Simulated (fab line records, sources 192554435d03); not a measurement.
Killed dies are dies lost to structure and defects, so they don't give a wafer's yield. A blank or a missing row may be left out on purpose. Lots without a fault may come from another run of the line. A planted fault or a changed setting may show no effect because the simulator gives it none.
Chamber matching | flow n5_finfet | N5_BEOL_M0_SAQP_HM_DEP_111 on pecvd-02: 3 sister chambers
The step deposits SiO2 from SiH4/N2O, target thk 12 nm, time 7.2 s. 6 wafers are shown with their chamber, then 9 later ones without.

WAFERS WITH THEIR CHAMBER
wafer  | chamber | showerhead_plenum_p_Torr (Torr) | heater_power_w (W)
L082.4 | 2       | 8.33                            | 824
L083.2 | 0       | 7.88                            | 764
L083.3 | 2       | 8.33                            | 745
L084.1 | 0       | 7.85                            | 811
L084.3 | 1       | 8.37                            | 718
L084.4 | 1       | 8.38                            | 716

WAFERS WITHOUT THEIR CHAMBER
wafer  | showerhead_plenum_p_Torr (Torr) | heater_power_w (W)
L090.2 | 8.37                            | 802
L090.4 | 8.36                            | 815
L090.6 | 8.33                            | 842
L093.2 | 7.84                            | 821
L093.4 | 7.83                            | 818
L093.6 | 8.33                            | 793
L096.2 | 8.38                            | 822
L096.5 | 8.37                            | 840
L096.6 | 7.86                            | 848

WHICH CHAMBER EACH WENT THROUGH
wafer  | from the rows above     | in truth
L090.2 | can't be placed: 1 or 2 | 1
L090.4 | can't be placed: 2 or 1 | 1
L090.6 | 2                       | 2
L093.2 | 0                       | 0
L093.4 | 0                       | 0
L093.6 | 2                       | 2
L096.2 | can't be placed: 1 or 2 | 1
L096.5 | can't be placed: 1 or 2 | 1
L096.6 | 0                       | 0
Placed correctly: 5 of 9. Can't be placed from these rows: 4 (the true chamber is among the candidates in 4). Placed wrongly: 0.
How it was worked out, from the rows above alone: a wafer's distance from a chamber is the root of the sum, over the readings, of the square of ((its reading less the chamber's mean) divided by the reading's scatter). The wafer belongs to the nearest chamber; if the next one is less than 2 further off, it can't be placed. A chamber's mean is the mean of its shown wafers. The scatter: the root of (the sum of the squares of (reading less its chamber's mean) over the shown wafers, divided by (wafers less chambers)).
